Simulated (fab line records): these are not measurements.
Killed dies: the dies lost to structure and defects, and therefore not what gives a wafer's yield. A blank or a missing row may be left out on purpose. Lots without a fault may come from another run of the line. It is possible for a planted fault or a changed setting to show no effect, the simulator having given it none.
A struck lot beside a sound one -- flow n5-finfet -- 38 steps out of a route of 1938
Sound: the wafers L624.1, L624.3, L624.5. Struck: wafers L632.3, L632.4, L632.6. The cause comes at the end.
At each step with rows: each side's tool, then ch and its chambers, then its first start. Under that, the readings that differ: sound wafers -- struck wafers -- difference of the means -- sigmas: that difference in standard deviations of wafers without a fault.
alike: readings with means less than 2 such deviations apart, plus words and numbers identical on both sides. not compared: withheld readings, readings lacking a value on some wafer, bounds such as >300 that could conceal the same value, and numbers that have no deviation in the record and whose values overlap.
Wherever a step has rows on one side only, a row that says differs or no value, or a row with sigmas, the two part there. Numbers that have no deviation but don't overlap get no sigmas and don't part them. A reading that every wafer of one side lacks parts them only if that side has two wafers or more.

first, 9 steps without rows for these wafers: N5_HKMG_FIN_DEVELOP_11 (develop time 30 s); N5_HKMG_FIN_DESCUM_17 (chemistry O2, time 7.9 s); N5_HKMG_FIN_ETCH_31 (etches SiARC in CF4, target depth 45.5 nm, time 75.8 s); N5_HKMG_FIN_ETCH_32 (etches SOC in N2/H2, target depth 240 nm, time 300 s); N5_HKMG_FIN_STRIP_33 (strips in N2/H2); N5_HKMG_FIN_STRIP_34 (strips in CF4); N5_HKMG_FIN_ETCH_35 (etches SOC in N2/H2, target depth 215.8 nm, time 243.4 s); N5_HKMG_FIN_STRIP_92 (strips SOC in N2/H2, time 20 s); N5_HKMG_FIN_WET_ETCH_18 (etches TiN in SC1, time 55 s, target depth 5.2 nm, rinse time 30 s).
N5_HKMG_FIN_STRIP_19: strips in N2/H2, time 360 s.
  sound on plasma-asher-02 ch 0, day 5 09:53; struck on plasma-asher-02 ch 0,1, day 7 12:16
  alike: drypump-motor-current-A, heater-power-w
  not compared: rf-hours-counter-h
then, 27 steps without rows for these wafers: N5_HKMG_FIN_ALD_91 (deposits TiN, target thk 1 nm, pulse time 1 s, purge time 3 s); N5_HKMG_FIN_COAT_85 (time 60 s, resist thk 300 nm); N5_HKMG_FIN_ETCH_86 (etches SOC in N2/H2, stops on TiN, target depth 393.2 nm); N5_HKMG_FIN_STRIP_89 (strips SOC in N2/H2, time 20 s); N5_HKMG_FIN_WET_ETCH_87 (etches TiN in SC1, time 154.2 s, target depth 4.7 nm, rinse time 30 s); N5_HKMG_FIN_STRIP_88 (strips in N2/H2, time 360 s); N5_HKMG_FIN_NWFM_ALD_20 (deposits TiAlC, target thk 2 nm, pulse time 3 s, purge time 2 s); N5_HKMG_FIN_ALD_71 (deposits TiN, target thk 1 nm, pulse time 1 s, purge time 3 s); N5_HKMG_FIN_COAT_66 (time 60 s, resist thk 300 nm); N5_HKMG_FIN_ETCH_67 (etches SOC in N2/H2, stops on TiN, target depth 388.9 nm); N5_HKMG_FIN_STRIP_90 (strips SOC in N2/H2, time 20 s); N5_HKMG_FIN_WET_ETCH_73 (etches the open film in SC1, time 42.3 s, target depth 1.3 nm, rinse time 30 s); N5_HKMG_FIN_ETCHBACK_68 (etches the open film in Cl2/Ar, stops on HfO2, target depth 0.5 nm); N5_HKMG_FIN_STRIP_69 (strips in N2/H2, time 360 s); N5_HKMG_FIN_ALD_21 (deposits TiN, target thk 1.5 nm, pulse time 1 s, purge time 3 s); N5_HKMG_FIN_ALD_72 (deposits W, target thk 2 nm, pulse time 1 s, purge time 2 s); N5_HKMG_FIN_W_FILL_22 (material W, target thk 60 nm, time 18.2 s); N5_HKMG_FIN_PRECLEAN_83 (cleans in DIW, time 57.5 s); N5_HKMG_FIN_SRD_84 (dry time 32 s); N5_HKMG_FIN_CMP_23 (polishes, stops on SiNx, t overpolish 10 s, target thk 46.326 nm); N5_HKMG_FIN_CMP_94 (polishes, stops on SiNx, t overpolish 4.7 s, target thk 43.299 nm); N5_GATE_CUT_ETCHBACK_00 (etches W in SF6/Cl2); N5_GATE_CUT_ETCH_56 (etches TiN in Cl2/Ar, target depth 21.6 nm); N5_GATE_CUT_ETCHBACK_30 (etches TiN in Cl2/Ar, target depth 3 nm); N5_GATE_CUT_VAPOR_ETCH_60 (etches HfO2 in BCl3/Cl2); N5_GATE_CUT_ETCH_58 (etches SiNx in CH3F/O2, target depth 17 nm, time 128.6 s); N5_GATE_CUT_STRIP_59 (strips in N2/H2, time 20 s).
-- the record jumps here: 9 days lie between the struck wafers' starts before and after (it left off in module GATE_CUT and takes up again in module PASSIVATION, whose first step shown is number 1936 of the route) --
N5_PASSIVATION_PROBE_49:
  only the struck wafers here have rows in the record (prober-01, day 16 14:04); the sound ones have none

== WHERE THEY PART ==
N5_PASSIVATION_PROBE_49 only, going by this record.

WHY: what the simulator had put in
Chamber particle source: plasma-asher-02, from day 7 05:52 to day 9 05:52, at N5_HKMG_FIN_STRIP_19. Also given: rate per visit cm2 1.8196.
